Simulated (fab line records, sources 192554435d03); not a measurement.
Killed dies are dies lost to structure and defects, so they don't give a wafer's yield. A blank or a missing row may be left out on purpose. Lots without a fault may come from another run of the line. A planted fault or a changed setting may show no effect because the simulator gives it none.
A struck lot beside a sound one | flow n5_finfet | 36 steps out of a route of 1938
Sound: wafers L135.1, L135.4, L135.5. Struck: wafer L149.3. (L149.4, L149.6 of the same lot were not struck and are left out.) The cause comes at the end.
At each step with rows: each side's tool, then ch and its chambers, then its first start. Under that, the readings that differ: sound wafers | struck wafers | difference of the means | sigmas: that difference in standard deviations of wafers without a fault.
alike: readings whose means differ by less than 2 such deviations, and words and numbers that are the same on both sides. not compared: withheld readings, readings that some wafer has no value for, bounds like >300 that may hide the same value, and numbers for which the record gives no deviation and whose values overlap.
The two part at a step that has a row with sigmas, a row that says differs or no value, or rows on one side only. Numbers that don't overlap but have no deviation are shown without sigmas and don't part them. A reading that every wafer of one side lacks parts them only if that side has two wafers or more.

first, 8 steps without rows for these wafers: N5_BEOL_M10_SPUTTER_48 (material Cu, target thk 12 nm, time 2 s); N5_BEOL_M10_ECD_50 (material Cu, target thk 318 nm); N5_BEOL_M10_ANNEAL_51 (time 90 s); N5_BEOL_M10_CMP_52 (polishes, stops on SiCOH lowk, t overpolish 7 s, target thk 140 nm); N5_BEOL_M10_PRE_CLEAN_55 (time 15 s); N5_BEOL_M10_DEP_56 (deposits SiCN from 3MS/NH3, target thk 15 nm, time 26.5 s); N5_BEOL_M11_ILD_DEP_00 (deposits SiCOH lowk from DEMS/porogen, target thk 308.51 nm, time 58 s); N5_BEOL_M11_CURE_71 (cures SiCOH lowk, time 240 s).
N5_BEOL_M11_PECVD_70: deposits SiO2 from TEOS/O2, target thk 20 nm, time 22.7 s.
  sound on pecvd-01 ch 0,1, day 11 09:16; struck on pecvd-01 ch 0, day 15 07:40
  reading                                     | sound          | struck | difference | sigmas
  model.SiO2_of_BEOL_M11_PECVD_70.thk_nm (nm) | 19.8 20.2 20.2 | 31.8   | +11.7      |
  alike: chamber_pressure_Torr, heater_power_w, rf_fwd_power_W, showerhead_plenum_p_Torr, throttle_valve_pct
then, 24 steps without rows for these wafers: N5_BEOL_M11_HM_DEP_02 (deposits TiN, target thk 20 nm); N5_BEOL_M11_COAT_59 (time 60 s, resist thk 100 nm); N5_BEOL_M11_COAT_60 (time 60 s, resist thk 30 nm); N5_BEOL_M11_COAT_05 (resist thk 90 nm); N5_BEOL_M11_EBR_07; N5_BEOL_M11_SOFTBAKE_06 (time 60 s); N5_BEOL_M11_EXPOSE_08 (exposes mask M11); N5_BEOL_M11_PEB_09 (peb time 60 s); N5_BEOL_M11_DEVELOP_10 (develop time 30 s); N5_BEOL_M11_DESCUM_16 (chemistry O2, time 7.9 s); N5_BEOL_M11_ETCH_61 (etches SiARC in CF4, target depth 39 nm, time 65 s); N5_BEOL_M11_ETCH_62 (etches SOC in N2/H2, target depth 110 nm, overetch 22 nm, time 165 s); N5_BEOL_M11_STRIP_68 (strips in N2/H2); N5_BEOL_M11_STRIP_67 (strips in CF4); N5_BEOL_M11_HM_OPEN_17 (chemistry Cl2/BCl3, target TiN, target depth 20 nm, overetch 6 nm); N5_BEOL_M11_STRIP_19 (strips in O2); N5_BEOL_M11_COAT_63 (time 60 s, resist thk 100 nm); N5_BEOL_M11_COAT_64 (time 60 s, resist thk 30 nm); N5_BEOL_M11_COAT_22 (resist thk 90 nm); N5_BEOL_M11_EBR_24; N5_BEOL_M11_SOFTBAKE_23 (time 60 s); N5_BEOL_M11_EXPOSE_25 (exposes mask V10); N5_BEOL_M11_PEB_26 (peb time 60 s); N5_BEOL_M11_DEVELOP_27 (develop time 30 s).
N5_BEOL_M11_HM_STRIP_39: strips TiN in peroxide tin strip, target depth 25 nm, time 158 s.
  sound on wet_bench-03 ch 1,3,5, day 11 14:23; struck on wet_bench-02 ch 4, day 15 14:25
  reading                                     | sound      | struck | difference | sigmas
  model.SiO2_of_BEOL_M11_PECVD_70.thk_nm (nm) | 19.6 20 20 | 31.6   | +11.7      |
N5_BEOL_M11_CMP_52: polishes, stops on SiCOH lowk, t overpolish 7 s, target thk 140 nm.
  sound on cmp-04 ch 0,1,3, day 11 16:53; struck on cmp-04 ch 1, day 15 17:03
  reading                      | sound                | struck | difference | sigmas
  barrier_field_endpoint_s (s) | 27.8 27.6 28.2       | 42.2   | +14.3      | +19
  clearing_platen_rpm (rpm)    | 50.028 50.030 50.018 | 49.967 | -0.058     | -2
  overpolish_run_s (s)         | 6.997 7.003 7.001    | 4.648  | -2.352     | -99 or more
  alike: head_pressure_psi, motor_current_A, slurry_flow_ml_min
N5_PASSIVATION_PROBE_49:
  the record has rows for the sound wafers here (prober-01, day 13 11:17) and none for the struck ones

WHERE THEY PART
First at N5_BEOL_M11_CMP_52; last, within this record, at N5_PASSIVATION_PROBE_49.

WHY: what the simulator had put in
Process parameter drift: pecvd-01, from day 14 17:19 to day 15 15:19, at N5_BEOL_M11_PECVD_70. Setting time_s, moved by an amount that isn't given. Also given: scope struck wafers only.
